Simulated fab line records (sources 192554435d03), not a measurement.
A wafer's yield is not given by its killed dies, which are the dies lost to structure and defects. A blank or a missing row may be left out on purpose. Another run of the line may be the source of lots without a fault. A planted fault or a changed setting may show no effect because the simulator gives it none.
Split-lot experiment -- flow n5 finfet -- 7 lots, 21 wafers read, on a route of 1938 steps

ON THE SPLIT
At N5_DUMMY_GATE_COAT_34 (time 60 s, resist thk 60 nm), the setting spin rpm was moved away from the recipe's 1500 rpm on 7 of the 21 wafers read, by -8.5% to +9.9%. All remaining wafers had this setting at the recipe value.

FROM THE SPLIT TO THE READING: what the file shows between them, 11 steps
- N5_DUMMY_GATE_EXPOSE_12: exposes mask GATE, target cd 25 nm (also split here: dose mj)
- N5_DUMMY_GATE_PEB_13: peb time 60 s
- N5_DUMMY_GATE_DEVELOP_14: develop time 30 s
- N5_DUMMY_GATE_CD_MEAS_15: target cd 25.8 nm
- N5_DUMMY_GATE_ETCH_29: etches underlayer in N2/H2, target depth 13 nm
- N5_DUMMY_GATE_ETCH_36: etches SiARC in CF4, target depth 13 nm
- N5_DUMMY_GATE_ETCH_37: etches SOC in N2/H2, target depth 60 nm, overetch 30 nm
- N5_DUMMY_GATE_STRIP_38: strips in N2/H2
- N5_DUMMY_GATE_STRIP_39: strips in N2/H2
- N5_DUMMY_GATE_TRIM_49: chemistry O2, time 29 s, target cd 14 nm
- N5_DUMMY_GATE_STRIP_40: strips in CF4

THE READING
SOC_of_DUMMY_GATE_COAT_34.thk nm (the simulator's own value, which no gauge read), in nm, at N5_DUMMY_GATE_ETCH_31 (etches SiO2 in C4F6/O2, target depth 82.5 nm, time 27.5 s). No usual value for it is given in the file. Here, 14 wafers ran the recipe; their average is 51.8 nm with a standard deviation of 0.18 nm.

wafer,"tool, chamber at the split","spin rpm as run, rpm",against the recipe,"SOC_of_DUMMY_GATE_COAT_34.thk nm, nm",against lot-mates on the recipe
L074.1,"litho track-03, 0",1372,-8.5%,54.2,+2.4
L074.3,"litho track-03, 0",1372,-8.5%,54.2,+2.4
L074.5,"litho track-03, 0",1500,recipe,51.8,-
L075.2,"litho track-03, 0",1398,-6.8%,54,+2.2
L075.3,"litho track-03, 0",1500,recipe,51.8,-
L075.5,"litho track-03, 0",1500,recipe,51.8,-
L079.2,"litho track-04, 0",1500,recipe,52,-
L079.4,"litho track-04, 0",1500,recipe,52,-
L079.3,"litho track-04, 0",1588,+5.9%,50.2,-1.8
L080.1,"litho track-03, 0",1500,recipe,51.6,-
L080.2,"litho track-03, 0",1500,recipe,51.8,-
L080.6,"litho track-03, 0",1500,recipe,51.8,-
L083.1,"litho track-04, 0",1649,+9.9%,49.2,-2.0
L083.3,"litho track-04, 0",1649,+9.9%,48.6,-2.6
L083.6,"litho track-04, 0",1500,recipe,51.2,-
L084.1,"litho track-03, 0",1500,recipe,51.8,-
L084.2,"litho track-03, 0",1500,recipe,51.8,-
L084.3,"litho track-03, 0",1500,recipe,51.8,-
L096.1,"litho track-03, 0",1500,recipe,51.8,-
L096.4,"litho track-03, 0",1500,recipe,51.8,-
L096.3,"litho track-03, 0",1579,+5.3%,50.4,-1.4

THE FIT
A straight line over all 21 wafers: SOC_of_DUMMY_GATE_COAT_34.thk nm changes by -0.289 nm for each +1% of spin rpm; r = -0.99; the points scatter about the line by 0.2 nm.
The same after taking each lot's own level away (the mean of its wafers on the recipe; 21 wafers): -0.266 nm for each +1%; r = -0.99; scatter 0.18 nm.
That fit puts the effect of the largest move of spin rpm on the reading at 2.6 nm.
Across the lots, their own levels run from 51.20 to 52.00 nm, a range of 4.4 times the standard deviation given above.
Hence the lot-to-lot level has little effect on the slope; both slopes agree.
Check: for one of the wafers moved furthest among these (+9.9%), held out of the fit, the line's prediction against its lot-mates is -2.79 nm. Against them it came out at -2 nm.

THE OTHER SPLITS THESE WAFERS WENT THROUGH
Note: prior to the reading, these wafers also went through further splits. Each is held against what the fit with the lots' levels taken away leaves over:
other split on the same wafers,wafers away from the commonest value,r with SOC_of_DUMMY_GATE_COAT_34.thk nm (lot level and that fit taken away)
N5_ZERO_LAYER_EXPOSE_08 dose mj,8,+0.22
N5_WELL_APT_COAT_02 spin rpm,6,+0.18
N5_FIN_SAQP_PECVD_06 time s,5,-0.01
N5_FIN_SAQP_MANDREL_ETCH_22 icp w,4,-0.21
N5_FIN_SAQP_SPACER1_ALD_24 temp c,11,-0.12
N5_DUMMY_GATE_EXPOSE_12 dose mj,3,+0.08

THE WHOLE CHAIN: every reading that the file lists as answering this split, in the file's order
step,what it does,reading,change (the file's fit),r (the file's)
N5_DUMMY_GATE_COAT_34,"time 60 s, resist thk 60 nm","SOC_of_DUMMY_GATE_COAT_34.thk nm (the simulator's own value, which no gauge read)",-0.287 nm for each +1% of the setting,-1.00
N5_DUMMY_GATE_ETCH_37,"etches SOC in N2/H2, target depth 60 nm, overetch 30 nm","etch.depth nm (the simulator's own value, which no gauge read)",-0.288 nm for each +1% of the setting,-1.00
N5_DUMMY_GATE_ETCH_31,"etches SiO2 in C4F6/O2, target depth 82.5 nm, time 27.5 s","SOC_of_DUMMY_GATE_COAT_34.thk nm (the simulator's own value, which no gauge read)",-0.272 nm for each +1% of the setting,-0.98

FILE'S OWN FIT
SOC_of_DUMMY_GATE_COAT_34.thk nm changes by -0.272 nm for each +1% of spin rpm, r = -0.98.
